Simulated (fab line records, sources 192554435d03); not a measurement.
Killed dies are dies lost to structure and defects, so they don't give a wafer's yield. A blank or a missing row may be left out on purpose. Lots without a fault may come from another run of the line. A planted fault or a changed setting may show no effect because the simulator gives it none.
A struck lot beside a sound one | flow n5_finfet | 36 steps out of a route of 1938
Sound: wafers L204.3, L204.4, L204.6. Struck: wafers L219.1, L219.5, L219.6. The cause comes at the end.
At each step with rows: each side's tool, then ch and its chambers, then its first start. Under that, the readings that differ: sound wafers | struck wafers | difference of the means | sigmas: that difference in standard deviations of wafers without a fault.
alike: readings whose means differ by less than 2 such deviations, and words and numbers that are the same on both sides. not compared: withheld readings, readings that some wafer has no value for, bounds like >300 that may hide the same value, and numbers for which the record gives no deviation and whose values overlap.
The two part at a step that has a row with sigmas, a row that says differs or no value, or rows on one side only. Numbers that don't overlap but have no deviation are shown without sigmas and don't part them. A reading that every wafer of one side lacks parts them only if that side has two wafers or more.

first, 9 steps without rows for these wafers: N5_WELL_APT_COAT_02 (resist thk 950 nm); N5_WELL_APT_EBR_04; N5_WELL_APT_SOFTBAKE_03 (time 60 s); N5_WELL_APT_EXPOSE_05 (exposes mask NWELL, defocus 0 nm, target cd 200 nm); N5_WELL_APT_PEB_06 (peb time 90 s); N5_WELL_APT_DEVELOP_07 (develop time 45 s); N5_WELL_APT_HARDBAKE_12 (time 120 s); N5_WELL_APT_DESCUM_13 (chemistry O2, time 7.9 s); N5_WELL_APT_IMPLANT_14.
N5_WELL_APT_IMPLANT_15:
  sound on implanter-02 ch 0, day 2 14:06; struck on implanter-02 ch 0, day 6 08:07
  reading            | sound                            | struck                        | difference | sigmas
  dose_ions_cm2      | 1.5002e+13 1.5005e+13 1.4993e+13 | 7.083e+12 7.031e+12 7.054e+12 | -7.944e+12 | -99 or more
  faraday_current_uA | 195 190 186                      | 90 92 91                      | -99        | -26
  alike: rotation_deg
then, 25 steps without rows for these wafers: N5_WELL_APT_STRIP_16 (strips in SPM, time 900 s); N5_WELL_APT_HMDS_18 (time 60 s); N5_WELL_APT_COAT_19 (resist thk 950 nm); N5_WELL_APT_EBR_21; N5_WELL_APT_SOFTBAKE_20 (time 60 s); N5_WELL_APT_EXPOSE_22 (exposes mask PWELL, defocus 0 nm, target cd 200 nm); N5_WELL_APT_PEB_23 (peb time 90 s); N5_WELL_APT_DEVELOP_24 (develop time 45 s); N5_WELL_APT_HARDBAKE_29 (time 120 s); N5_WELL_APT_DESCUM_30 (chemistry O2, time 7.9 s); N5_WELL_APT_IMPLANT_31; N5_WELL_APT_IMPLANT_32; N5_WELL_APT_STRIP_33 (strips in SPM, time 900 s); N5_WELL_APT_RTA_34 (time 10 s); N5_WELL_APT_OXIDE_STRIP_42 (strips SiO2 in dHF, time 45 s, target depth 12 nm); N5_WELL_APT_PRECLEAN_36 (cleans in O3/DIW, time 45 s); N5_WELL_APT_PRECLEAN_39 (cleans in dHF, time 60 s); N5_WELL_APT_SRD_37 (time 30 s); N5_WELL_APT_EPI_41 (deposits Si from SiH4/H2, target thk 50 nm, time 297.7 s); N5_PMOS_HMC_CHANNEL_EPI_HM_DEP_34 (deposits SiO2 from TEOS/O2, target thk 36 nm, time 6.9 s); N5_PMOS_HMC_CHANNEL_EPI_COAT_31 (time 60 s, resist thk 66 nm); N5_PMOS_HMC_CHANNEL_EPI_COAT_03 (resist thk 205 nm); N5_PMOS_HMC_CHANNEL_EPI_EBR_05; N5_PMOS_HMC_CHANNEL_EPI_SOFTBAKE_04 (time 60 s); N5_PMOS_HMC_CHANNEL_EPI_EXPOSE_06 (exposes mask PMOS HMC BLK, target cd 240 nm).
-- the record jumps here: 6 days lie between the struck wafers' starts before and after (it left off in module PMOS_HMC_CHANNEL_EPI and takes up again in module BEOL_M4, whose first step shown is number 1111 of the route) --
N5_BEOL_M4_RC_MEAS_101:
  sound on prober-02 ch 0, day 8 21:19; struck on prober-01 ch 0, day 12 12:47
  reading | sound          | struck         | difference | sigmas
  CJ_P    | 5.94 5.74 5.89 | 4.16 4.04 3.88 | -1.83      | -13
  alike: DIBL_N, DIBL_P, IOFF_N, IOFF_P, ION_N, ION_P, SS_N, SS_P, VT_N, VT_P

WHERE THEY PART
First at N5_WELL_APT_IMPLANT_15; last, within this record, at N5_BEOL_M4_RC_MEAS_101.

WHY: what the simulator had put in
Process parameter drift: implanter-02, from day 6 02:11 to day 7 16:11, at N5_WELL_APT_IMPLANT_15. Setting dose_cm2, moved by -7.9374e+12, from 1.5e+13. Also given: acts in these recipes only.
